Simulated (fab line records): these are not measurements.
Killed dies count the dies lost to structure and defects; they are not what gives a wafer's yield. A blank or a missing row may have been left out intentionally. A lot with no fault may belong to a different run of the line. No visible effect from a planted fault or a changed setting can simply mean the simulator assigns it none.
Matching of chambers ; flow nand_harc ; pecvd-03 running NHARC_P_M2_DEP_33: 3 sister chambers
The step deposits SiCN, target thk 30 nm. 14 wafers are shown with their chamber, then 7 later ones without.

EACH WAFER AND ITS CHAMBER
wafer;chamber;heater_power_w (W);rf_fwd_power_W (W)
L200.2;0;497;450.0
L200.3;1;659;449.4
L200.6;0;498;448.8
L202.3;0;467;450.4
L202.4;2;643;448.5
L202.6;1;600;450.8
L203.1;0;491;448.0
L203.2;1;647;450.6
L203.5;2;547;449.5
L205.1;0;511;450.8
L205.5;2;657;448.4
L205.6;1;609;449.0
L213.1;2;646;448.2
L213.3;0;481;449.5

SIGNATURES (means of the wafers above)
reading;chamber 0;chamber 1;chamber 2;scatter within a chamber
heater_power_w;490.83;628.75;623.25;32.3
rf_fwd_power_W;449.583;449.950;448.650;0.895
Rule: for a wafer and a chamber, the distance is found by dividing, reading by reading, the gap between the wafer's reading and the chamber's mean by the reading's scatter, squaring, summing and taking the root. The wafer belongs to the nearest chamber; if the next one is less than 2 further off, it can't be placed. The scatter: take each reading less its chamber's mean, square it, sum over the shown wafers, divide by the number of wafers less the number of chambers, and take the root.

WAFERS WITH NO CHAMBER GIVEN
wafer;heater_power_w (W);rf_fwd_power_W (W)
L213.4;657;450.1
L212.4;427;450.0
L212.5;655;449.1
L212.6;558;450.5
L214.1;443;449.8
L214.3;647;449.1
L214.4;434;449.2

CHAMBER TAKEN BY EACH
wafer;from the rows above;in truth
L213.4;can't be placed: 1 or 2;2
L212.4;0;0
L212.5;can't be placed: 2 or 1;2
L212.6;can't be placed: 1 or 0 or 2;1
L214.1;0;0
L214.3;can't be placed: 2 or 1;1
L214.4;0;0
Correct placement for 3 of the 7. Cannot be placed on the basis of these rows: 4; the candidates contain the true chamber in 4. Number placed wrongly: 0.
